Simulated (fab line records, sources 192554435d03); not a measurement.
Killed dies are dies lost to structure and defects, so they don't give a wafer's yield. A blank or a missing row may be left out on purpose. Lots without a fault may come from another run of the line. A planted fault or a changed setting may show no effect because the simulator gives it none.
Chamber matching | flow n5_finfet | N5_HKMG_FIN_ETCH_35 on rie_diel-04: 4 sister chambers
The step etches SOC in N2/H2, target depth 215.8 nm, time 243.4 s. 8 wafers are shown with their chamber, then 11 later ones without.

WAFERS WITH THEIR CHAMBER
wafer  | chamber | showerhead_plenum_p_Torr (Torr) | oes_product_au (a.u.)
L080.3 | 2       | 2.39                            | 0.68
L082.1 | 2       | 2.39                            | 0.68
L083.5 | 1       | 2.55                            | 0.79
L084.6 | 0       | 2.65                            | 0.71
L089.1 | 3       | 2.62                            | 0.91
L089.3 | 1       | 2.55                            | 0.77
L089.5 | 0       | 2.65                            | 0.69
L092.3 | 3       | 2.61                            | 0.91

WAFERS WITHOUT THEIR CHAMBER
wafer  | showerhead_plenum_p_Torr (Torr) | oes_product_au (a.u.)
L092.4 | 2.65                            | 0.70
L092.5 | 2.54                            | 0.76
L093.1 | 2.54                            | 0.76
L093.3 | 2.61                            | 0.89
L093.5 | 2.70                            | 0.93
L096.3 | 2.64                            | 0.69
L096.5 | 2.64                            | 0.70
L096.6 | 2.61                            | 0.89
L097.1 | 2.64                            | 0.69
L097.3 | 2.54                            | 0.75
L097.5 | 2.54                            | 0.75

WHICH CHAMBER EACH WENT THROUGH
wafer  | from the rows above | in truth
L092.4 | 0                   | 0
L092.5 | 1                   | 1
L093.1 | 1                   | 1
L093.3 | 3                   | 3
L093.5 | 3                   | 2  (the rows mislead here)
L096.3 | 0                   | 0
L096.5 | 0                   | 0
L096.6 | 3                   | 3
L097.1 | 0                   | 0
L097.3 | 1                   | 1
L097.5 | 1                   | 1
Placed correctly: 10 of 11. Can't be placed from these rows: 0. Placed wrongly: 1.
How it was worked out, from the rows above alone: a wafer's distance from a chamber is the root of the sum, over the readings, of the square of ((its reading less the chamber's mean) divided by the reading's scatter). The wafer belongs to the nearest chamber; if the next one is less than 2 further off, it can't be placed. A chamber's mean is the mean of its shown wafers. The scatter: the root of (the sum of the squares of (reading less its chamber's mean) over the shown wafers, divided by (wafers less chambers)).
